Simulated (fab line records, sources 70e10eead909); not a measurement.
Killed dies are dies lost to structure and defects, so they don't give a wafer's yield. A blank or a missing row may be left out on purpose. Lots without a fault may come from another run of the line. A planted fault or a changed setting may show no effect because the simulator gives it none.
A struck lot beside a sound one | flow nand_harc | 15 steps out of a route of 1302
Sound: wafers L289.1, L289.2, L289.3. Struck: wafers L280.3, L280.4, L280.5. The cause comes at the end.
At each step with rows: each side's tool, then ch and its chambers, then its first start. Under that, the readings that differ: sound wafers | struck wafers | difference of the means | sigmas: that difference in standard deviations of wafers without a fault.
alike: readings whose means differ by less than 2 such deviations, and words and numbers that are the same on both sides. not compared: withheld readings, readings that some wafer has no value for, bounds like >300 that may hide the same value, and numbers for which the record gives no deviation and whose values overlap.
The two part at a step that has a row with sigmas, a row that says differs or no value, or rows on one side only. Numbers that don't overlap but have no deviation are shown without sigmas and don't part them. A reading that every wafer of one side lacks parts them only if that side has two wafers or more.

first, 1 step without rows for these wafers: NHARC_P_CONTACT_ETCH_35 (etches the open film in CF4, target depth 39 nm, time 65 s).
NHARC_P_CONTACT_ETCH_36: etches the open film in N2/H2, target depth 260 nm, time 406.25 s.
  sound on rie_diel-03 ch 0,2,3; struck on rie_diel-03 ch 0,2,3
  alike: drypump_motor_current_A, oes_product_au, rf_vpp_V, showerhead_plenum_p_Torr, throttle_valve_pct
  not compared: rf_hours_counter_h
then, 3 steps without rows for these wafers: NHARC_P_CONTACT_ETCH_18 (etches the open film in C4F8/O2/Ar, target depth 481 nm, time 240.5 s); NHARC_P_CONTACT_STRIP_37 (strips in C4F8/O2/Ar); NHARC_P_CONTACT_ETCH_31 (etches the open film in CH3F/O2, target depth 30 nm, time 85.7 s).
NHARC_P_CONTACT_CD_MEAS_19:
  sound on cd_sem-02, day 11 23:46; struck on cd_sem-02, day 8 08:09
  alike: cd_nm
NHARC_P_CONTACT_STRIP_28: strips in O2.
  sound on rie_diel-03 ch 1,2,3, day 11 23:50; struck on rie_diel-01 ch 0,2, day 8 08:14
  alike: drypump_motor_current_A, o2_flow_sccm, oes_product_au, rf_vpp_V, showerhead_plenum_p_Torr, throttle_valve_pct
  not compared: rf_hours_counter_h
then, 1 step without rows for these wafers: NHARC_P_CONTACT_STRIP_29 (strips in post etch residue remover, time 1200 s).
NHARC_P_CONTACT_DEGAS_38: time 60 s.
  sound on pvd_sputter-01, day 12 00:29; struck on pvd_sputter-01, day 8 08:53
  alike: heater_power_w
then, 1 step without rows for these wafers: NHARC_P_CONTACT_PRE_CLEAN_39 (time 19.5 s).
NHARC_P_CONTACT_PVD_32: deposits Ti, target thk 5 nm, time 17.7 s.
  sound on pvd_sputter-01; struck on pvd_sputter-01
  alike: throttle_valve_pct
NHARC_P_CONTACT_ALD_22: deposits TiN, target thk 3 nm, pulse time 1 s, ald cycles 150.
  sound on ald_metal-01 ch 0,1,2, day 12 00:44; struck on ald_metal-02 ch 2,3, day 8 09:07
  alike: heater_power_w, precursor_pulse_height_rel
  not compared: since_wet_clean_h
NHARC_P_CONTACT_CVD_23: deposits W, target thk 200 nm, time 557 s.
  sound on cvd_w-01 ch 0,1, day 12 00:55; struck on cvd_w-02 ch 0,1, day 8 09:30
  no value came back on the struck wafers for chamber_pressure_Torr (Torr), heater_power_outer_w (W), heater_power_w (W), throttle_valve_pct (%); on the sound wafers chamber_pressure_Torr (Torr) reads 40.03 39.95 39.94
  not compared: since_wet_clean_h
NHARC_P_CONTACT_CMP_24: polishes, t overpolish 30 s, target thk 200 nm.
  sound on cmp-03 ch 0,2,3, day 12 01:35; struck on cmp-03 ch 0,2,3, day 8 09:59
  reading                | sound          | struck      | difference | sigmas
  time_to_endpoint_s (s) | 41.4 40.1 44.2 | 0.7 0.0 2.7 | -40.8      | -16
  alike: motor_current_A, overpolish_run_s, slurry_filter_dp_kPa, slurry_flow_ml_min
NHARC_END_SORT_01:
  the record has rows for the sound wafers here (prober-02 ch 0, day 30 12:52) and none for the struck ones

WHERE THEY PART
First at NHARC_P_CONTACT_CVD_23; last, within this record, at NHARC_END_SORT_01.

WHY: what the simulator had put in
Skipped step whole: cvd_w-02, from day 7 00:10 on, at NHARC_P_CONTACT_CVD_23. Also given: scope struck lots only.
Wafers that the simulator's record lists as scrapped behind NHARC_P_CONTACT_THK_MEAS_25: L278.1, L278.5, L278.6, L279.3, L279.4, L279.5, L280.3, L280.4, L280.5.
